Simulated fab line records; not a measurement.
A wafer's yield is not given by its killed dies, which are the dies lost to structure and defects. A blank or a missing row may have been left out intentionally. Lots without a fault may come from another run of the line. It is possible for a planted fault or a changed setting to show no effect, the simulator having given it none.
fab line records | flow n5Finfet | part 2 of 2: steps 18 to 24 of 24
[record] lots = 5 | wafers = 15 | lastDay = 19
route steps=1938 shown FIN_CUT@159
lots with no fault: from the same line, run without faults
startH: the number of hours between the record's first day and the start of the first shown wafer of the lot | waitH: hours from the lot's prior step to this one | " as in the row above | L1.1+2: a row that stands for several wafers | - either no value or no given start | * or withheld: withheld | < > ~ a bound
route shown NAME@n: names a module that has steps shown in the file, with the first one's number in the route | usual: mean/standard deviation taken from wafers without a fault | same: alike in all rows | chamber/n: place in a boat | sites: readings site by site | _std_site: the values' standard deviation | _edge_site: outer sites' mean less inner sites' | radiusMm: how far each site lies from the wafer's centre | mask NAME#n: copy n | behind: the tool/chamber that last shaped the wafer | hold: reason for holding the lot/hours on hold/outcome of the hold | device: transistor that didn't switch, given as n, p or np | end of line: at the end of the route, the tests of the same wafers | step lacking rows: just its recipe | killed: count of dies lost to structure and defects at first sort (not the wafer's yield) | map: the dies of a wafer, with x for killed, . for not killed, _ for no die there
set.NAME: the run value of the setting; set.NAME@STEP: its run value at that earlier step | model.NAME: the simulator's own value behind a step, which no gauge read
a table for each step, a row for each wafer; lots at some steps of the route
services: the hour from which a tool's chamber was out of use, counted from the record's first day as startH (under 0 if before that day), plus the number of hours and why
[[steps]]
[step N5_FIN_CUT_CUT_ETCH_15]
[recipe] chemistry = HBr/Cl2/O2 | target = Si | targetDepthA = 1000 | btTimeS = 10 | maskMaterial = SOC | timeS = 42.4 | ionEnergyEv = * | biasW = * | pressureMtorr = 10 | icpW = 800 | HBr_flow_sccm = 150 | Cl2_flow_sccm = 80 | O2_flow_sccm = 12
[usual] chamberPressureMTorr = 9.999/0.0094 | drypumpMotorCurrentA = 5.5/0.43 | oesProductAu = 1.000/0.017 | throttleValvePct = 37.28/0.23
[same] btTimeS = 10
lot.wafer | tool     | chamber | startH | waitH | chamberPressureMTorr | drypumpMotorCurrentA | oesProductAu | rfHoursCounterH | throttleValvePct
L075.1    | rieSi-04 | 1       | 33.39  | 0.1   | 10.024               | 6.1                  | 0.988        | 189             | 36.99
L075.4    | "        | 0       | "      | "     | 10.003               | 4.7                  | 0.975        | -               | 37.39
L075.6    | "        | 2       | "      | "     | 9.994                | 5.2                  | 1.003        | -               | 37.28
L076.3    | rieSi-02 | 0       | 40.12  | 0.0   | 10.000               | 5.2                  | 0.994        | 96              | 37.13
L076.5    | "        | 0       | "      | "     | 9.996                | 5.2                  | 0.994        | -               | 37.09
L076.6    | "        | 1       | "      | "     | 10.010               | 5.6                  | 1.024        | -               | 37.53
L078.2    | rieSi-04 | 2       | 51.79  | 0.1   | 10.002               | 5.2                  | 1.009        | 8               | 37.30
L078.3    | "        | 0       | "      | "     | 9.991                | 4.7                  | 0.966        | 161             | 37.42
L078.4    | "        | 1       | "      | "     | 10.000               | 6.1                  | 1.000        | 189             | 36.98
L083.2    | rieSi-04 | 0       | 81.30  | 0.1   | 10.004               | 4.7                  | 0.969        | 162             | 37.39
L083.4    | "        | 1       | "      | "     | 10.009               | 6.1                  | 1.002        | 190             | 36.97
L083.6    | "        | 2       | "      | "     | 9.985                | 5.2                  | 1.002        | -               | 37.29
L097.1    | rieSi-02 | 3       | 166.53 | 0.1   | 9.990                | 5.2                  | 1.005        | 24              | 37.01
L097.2    | "        | 2       | "      | "     | 9.981                | 6.0                  | 1.014        | 106             | 37.71
L097.6    | "        | 1       | "      | "     | 9.995                | 5.6                  | 1.018        | -               | 37.51
[step N5_FIN_CUT_CUT_ETCH_28]
[recipe] chemistry = HBr/Cl2/O2 | target = Si | targetDepthA = 60 | maskMaterial = SOC | timeS = 2.4 | ionEnergyEv = * | biasW = * | pressureMtorr = 10 | icpW = 800 | HBr_flow_sccm = 150 | Cl2_flow_sccm = 80 | O2_flow_sccm = 12
[usual] chamberPressureMTorr = 10.001/0.009 | drypumpMotorCurrentA = 5.5/0.42 | oesProductAu = 1.000/0.017 | throttleValvePct = 37.28/0.23
lot.wafer | tool     | chamber | startH | waitH | chamberPressureMTorr | drypumpMotorCurrentA | oesProductAu | rfHoursCounterH | throttleValvePct
L075.1    | rieSi-04 | 1       | 33.45  | 0.0   | 9.997                | 6.1                  | 0.992        | 189             | 36.98
L075.4    | "        | 0       | "      | "     | 10.000               | 4.7                  | 0.975        | -               | 37.39
L075.6    | "        | 2       | "      | "     | 10.016               | 5.2                  | 0.999        | -               | 37.30
L076.3    | rieSi-02 | 0       | 40.17  | 0.0   | 10.005               | 5.3                  | 0.992        | 96              | 37.12
L076.5    | "        | 0       | "      | "     | 9.988                | 5.3                  | 0.993        | -               | 37.12
L076.6    | "        | 1       | "      | "     | 10.009               | 5.6                  | 1.026        | -               | 37.50
L078.2    | rieSi-04 | 2       | 51.85  | 0.0   | 10.000               | 5.2                  | 1.014        | 8               | 37.29
L078.3    | "        | 0       | "      | "     | 9.996                | 4.7                  | 0.975        | 161             | 37.40
L078.4    | "        | 1       | "      | "     | 9.993                | 6.1                  | 0.996        | 189             | 36.99
L083.2    | rieSi-04 | 0       | 81.35  | 0.0   | 9.996                | 4.7                  | 0.975        | 162             | 37.38
L083.4    | "        | 1       | "      | "     | 10.000               | 6.1                  | 0.998        | 190             | 36.97
L083.6    | "        | 2       | "      | "     | 10.010               | 5.2                  | 1.006        | -               | 37.29
L097.1    | rieSi-02 | 3       | 166.59 | 0.0   | 10.017               | 5.2                  | 1.010        | 24              | 37.01
L097.2    | "        | 2       | "      | "     | 10.006               | 6.0                  | 1.010        | 106             | 37.73
L097.6    | "        | 1       | "      | "     | 9.978                | 5.6                  | 1.018        | -               | 37.50
[step N5_FIN_CUT_STRIP_22]
[recipe] chemistry = N2/H2 | powerW = 500 | tempC = 40 | pressureMtorr = 50 | rfFrequencyHz = 6e+07 | overashFraction = 0.3 | biasPowerW = 8 | h2Frac = 0.5 | n2FlowSccm = 300 | h2FlowSccm = 300
[usual] chamberPressureMTorr = 50.00/0.13 | drypumpMotorCurrentA = 5.84/0.26 | oesProductAu = 0.76/0.076 | rfVppV = 54.2/2.1 | showerheadPlenumPTorr = 3.40/0.1 | throttleValvePct = 19.0/0.33
lot.wafer | tool       | chamber | startH | waitH | chamberPressureMTorr | drypumpMotorCurrentA | oesProductAu | rfHoursCounterH | rfVppV | showerheadPlenumPTorr | throttleValvePct
L075.1    | rieDiel-02 | 0       | 33.51  | 0.0   | 49.91                | 5.86                 | 0.74         | 130             | 56.6   | 3.23                  | 18.8
L075.4    | "          | 3       | "      | "     | 50.09                | 5.84                 | 0.74         | 189             | 51.9   | 3.48                  | 19.0
L075.6    | "          | 1       | "      | "     | 50.08                | 6.37                 | 0.78         | -               | 56.8   | 3.51                  | 18.8
L076.3    | rieDiel-06 | 2       | 40.36  | 0.2   | 49.90                | 6.01                 | 0.78         | 125             | 55.1   | 3.38                  | 18.6
L076.5    | "          | 1       | "      | "     | 49.93                | 5.71                 | 0.73         | -               | 50.3   | 3.51                  | 19.2
L076.6    | "          | 0       | "      | "     | 49.96                | 5.84                 | 0.71         | -               | 50.1   | 3.31                  | 19.2
L078.2    | rieDiel-02 | 0       | 51.96  | 0.1   | 49.94                | 5.82                 | 0.74         | 136             | 55.6   | 3.23                  | 18.8
L078.3    | "          | 2       | "      | "     | 49.89                | 5.45                 | 0.75         | 150             | 51.5   | 3.53                  | 19.4
L078.4    | "          | 1       | "      | "     | 50.09                | 6.33                 | 0.79         | 124             | 56.0   | 3.51                  | 18.8
L083.2    | rieDiel-01 | 0       | 81.61  | 0.2   | 49.67                | 5.72                 | 0.99         | 10              | 53.2   | 3.40                  | 18.0
L083.4    | "          | 3       | "      | "     | 49.72                | 5.58                 | 0.72         | -               | 55.2   | 3.34                  | 18.8
L083.6    | "          | 0       | "      | "     | 50.03                | 5.65                 | 0.98         | -               | 53.5   | 3.40                  | 18.1
L097.1    | rieDiel-06 | 2       | 166.79 | 0.2   | 50.09                | 6.01                 | 0.73         | 167             | 52.2   | 3.35                  | 18.8
L097.2    | "          | 1       | "      | "     | 49.96                | 5.71                 | 0.71         | 211             | 50.1   | 3.49                  | 19.2
L097.6    | "          | 1       | "      | "     | 50.13                | 5.73                 | 0.70         | -               | 54.1   | 3.49                  | 19.2
[step N5_FIN_CUT_PRECLEAN_36]
[recipe] chemistry = O3/DIW | timeS = 60 | tempC = 22 | o3Ppm = 10
lot.wafer  | tool        | chamber | startH | waitH
L075.1+4+6 | wetBench-05 | 3,6,0   | 33.58  | -
L076.3+5+6 | wetBench-05 | 2,6,1   | 40.42  | -
L078.2+3+4 | wetBench-04 | 0,3,4   | 52.03  | -
L083.2+4+6 | wetBench-01 | 5,0,1   | 81.68  | -
L097.1+2+6 | wetBench-04 | 7,1,2   | 166.85 | -
[step N5_FIN_CUT_SRD_32]
[recipe] dry = ipaMarangoni | timeS = 30 | tempC = 23 | rinseLiquid = diw
lot.wafer  | tool        | chamber | startH | waitH
L075.1+4+6 | wetBench-05 | 3,6,0   | 33.60  | 0.0
L076.3+5+6 | wetBench-05 | 2,6,1   | 40.44  | 0.0
L078.2+3+4 | wetBench-04 | 0,3,4   | 52.05  | 0.0
L083.2+4+6 | wetBench-01 | 5,0,1   | 81.70  | 0.0
L097.1+2+6 | wetBench-04 | 7,1,2   | 166.87 | 0.0
[step N5_FIN_CUT_UV_OZONE_34]
[recipe] timeS = 120 | pressureTorr = 760 | tempC = 25
[usual] pressureTorr = 759.9/1.4
lot.wafer | tool        | chamber | startH | waitH | pressureTorr
L075.1    | wetBench-05 | 3       | 33.62  | 0.0   | 759.6
L075.4    | "           | 6       | "      | "     | 760.8
L075.6    | "           | 0       | "      | "     | 757.4
L076.3    | wetBench-05 | 2       | 40.46  | 0.0   | 759.4
L076.5    | "           | 6       | "      | "     | 760.2
L076.6    | "           | 1       | "      | "     | 759.8
L078.2    | wetBench-04 | 0       | 52.06  | 0.0   | 762.3
L078.3    | "           | 3       | "      | "     | 759.0
L078.4    | "           | 4       | "      | "     | 762.3
L083.2    | wetBench-01 | 5       | 81.72  | 0.0   | 760.0
L083.4    | "           | 0       | "      | "     | 755.9
L083.6    | "           | 1       | "      | "     | 760.5
L097.1    | wetBench-04 | 7       | 166.89 | 0.0   | 759.3
L097.2    | "           | 1       | "      | "     | 760.1
L097.6    | "           | 2       | "      | "     | 755.3
[step N5_FIN_CUT_INSPECT_17]
[recipe] inspectInstrument = brightfield | mode = aei
[usual] rawDefectCount = 231/63
lot.wafer | tool             | chamber | startH | waitH | rawDefectCount
L075.1    | defectInspect-02 | -       | 33.67  | 0.0   | 199
L075.4    | "                | -       | "      | "     | 229
L075.6    | "                | -       | "      | "     | 293
L076.3    | defectInspect-01 | -       | 40.52  | 0.0   | 280
L076.5    | "                | -       | "      | "     | 227
L076.6    | "                | -       | "      | "     | 160
L078.2    | defectInspect-01 | -       | 52.12  | 0.0   | 192
L078.3    | "                | -       | "      | "     | 231
L078.4    | "                | -       | "      | "     | 274
L083.2    | defectInspect-01 | -       | 81.78  | 0.0   | 377
L083.4    | "                | -       | "      | "     | 137
L083.6    | "                | -       | "      | "     | 198
L097.1    | defectInspect-02 | -       | 166.95 | 0.0   | 287
L097.2    | "                | -       | "      | "     | 326
L097.6    | "                | -       | "      | "     | 264
[[services]]
tool          | chamber | startH | hours | kind
vaporEtch-01  | -       | 15.57  | 1.5   | repair
rieDiel-01    | 1       | 18.74  | 15.5  | repair
euvScanner-01 | -       | 19.11  | 1.0   | pm
rieSi-04      | 3       | 26.20  | 18.2  | repair
euvScanner-01 | -       | 26.22  | 4.6   | pm
rieDiel-06    | -       | 45.53  | 2.8   | pm
rieSi-04      | 2       | 63.97  | 9.9   | repair
vaporEtch-02  | 0       | 65.90  | 2.8   | repair
rieDiel-02    | -       | 66.97  | 0.4   | repair
rieDiel-06    | 0       | 73.05  | 1.6   | repair
rieSi-02      | 1       | 78.18  | 1.2   | repair
rieDiel-01    | 1       | 80.56  | 2.8   | repair
euvScanner-01 | -       | 89.29  | 1.0   | pm
rieDiel-06    | 3       | 89.40  | 2.9   | repair
rieDiel-01    | 1       | 108.62 | 3.8   | repair
rieDiel-06    | 1       | 109.79 | 12.2  | repair
vaporEtch-02  | 1       | 111.79 | 8.0   | repair
vaporEtch-02  | 0       | 113.24 | 43.2  | repair
euvScanner-01 | -       | 131.41 | 1.0   | pm
rieSi-02      | -       | 133.52 | 0.8   | repair
rieDiel-02    | -       | 137.37 | 2.8   | pm
rieSi-02      | 0       | 138.40 | 2.4   | repair
rieDiel-02    | 3       | 140.90 | 6.3   | repair
rieSi-02      | 0       | 161.65 | 8.5   | repair
